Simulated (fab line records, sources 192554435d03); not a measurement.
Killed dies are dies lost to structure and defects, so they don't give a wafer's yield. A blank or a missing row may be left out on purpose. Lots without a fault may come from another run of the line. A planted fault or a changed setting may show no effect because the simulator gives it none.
Chamber matching | flow n5_finfet | N5_HKMG_FIN_ALD_36 on ald_metal-02: 4 sister chambers
The step deposits TiN, target thk 1 nm, pulse time 1 s, purge time 3 s. 4 wafers are shown with their chamber, then 7 later ones without.

WAFERS WITH THEIR CHAMBER
wafer  | chamber | heater_power_w (W)
L082.4 | 0       | 961
L082.5 | 3       | 779
L088.1 | 1       | 911
L088.2 | 2       | 823

WAFERS WITHOUT THEIR CHAMBER
wafer  | heater_power_w (W)
L088.4 | 885
L090.1 | 955
L090.3 | 812
L090.6 | 944
L097.1 | 900
L097.2 | 831
L097.5 | 776

WHICH CHAMBER EACH WENT THROUGH
wafer  | from the rows above     | in truth
L088.4 | 1                       | 1
L090.1 | 0                       | 0
L090.3 | can't be placed: 2 or 3 | 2
L090.6 | can't be placed: 0 or 1 | 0
L097.1 | 1                       | 1
L097.2 | 2                       | 2
L097.5 | 3                       | 3
Placed correctly: 5 of 7. Can't be placed from these rows: 2 (the true chamber is among the candidates in 2). Placed wrongly: 0.
How it was worked out, from the rows above alone: a wafer's distance from a chamber is the root of the sum, over the readings, of the square of ((its reading less the chamber's mean) divided by the reading's scatter). The wafer belongs to the nearest chamber; if the next one is less than 2 further off, it can't be placed. A chamber's mean is the mean of its shown wafers. The scatter: with one shown wafer a chamber, the root of the mean of the squares of how far each hidden wafer lies from its nearest shown one.
